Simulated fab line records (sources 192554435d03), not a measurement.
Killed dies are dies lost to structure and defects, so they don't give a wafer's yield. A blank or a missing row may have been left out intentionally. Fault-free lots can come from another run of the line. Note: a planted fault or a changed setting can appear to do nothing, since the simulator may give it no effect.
Chamber matching :: flow n5_finfet :: N5_BEOL_M9_ETCH_65 on rie_diel-05: 4 sister chambers
The step etches SiARC in CF4, target depth 15.6 nm, time 26 s. 4 wafers are shown with their chamber, then 9 later ones without.

WAFERS WITH THEIR CHAMBER
wafer: L085.4
chamber: 3
oes_product_au (a.u.): 0.64

wafer: L085.6
chamber: 0
oes_product_au (a.u.): 0.72

wafer: L091.5
chamber: 1
oes_product_au (a.u.): 0.77

wafer: L091.6
chamber: 2
oes_product_au (a.u.): 0.58

WAFERS WITHOUT THEIR CHAMBER
wafer: L093.1
oes_product_au (a.u.): 0.69

wafer: L093.4
oes_product_au (a.u.): 0.74

wafer: L093.5
oes_product_au (a.u.): 0.75

wafer: L094.2
oes_product_au (a.u.): 0.62

wafer: L094.3
oes_product_au (a.u.): 0.74

wafer: L094.4
oes_product_au (a.u.): 0.58

wafer: L097.1
oes_product_au (a.u.): 0.69

wafer: L097.4
oes_product_au (a.u.): 0.58

wafer: L097.5
oes_product_au (a.u.): 0.62

EACH ONE'S CHAMBER
wafer: L093.1
from the rows above: can't be placed: 0 or 3
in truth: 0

wafer: L093.4
from the rows above: can't be placed: 0 or 1
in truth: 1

wafer: L093.5
from the rows above: can't be placed: 1 or 0
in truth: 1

wafer: L094.2
from the rows above: can't be placed: 3 or 2
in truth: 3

wafer: L094.3
from the rows above: can't be placed: 0 or 1
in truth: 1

wafer: L094.4
from the rows above: 2
in truth: 2

wafer: L097.1
from the rows above: can't be placed: 0 or 3
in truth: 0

wafer: L097.4
from the rows above: 2
in truth: 2

wafer: L097.5
from the rows above: can't be placed: 3 or 2
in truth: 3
2 of 9 placed correctly. Unplaceable from these rows: 7, with the true chamber sitting among the candidates in 7. Number placed wrongly: 0.
How it was worked out, from the rows above alone: a wafer's distance from a chamber is the root of the sum, over the readings, of the square of ((its reading less the chamber's mean) divided by the reading's scatter). If the next closest chamber is less than 2 further off than the closest, the wafer can't be placed; otherwise it belongs to the closest. Each chamber's mean is taken over the wafers shown for it. The scatter: with one shown wafer a chamber, the root of the mean of the squares of how far each hidden wafer lies from its nearest shown one.
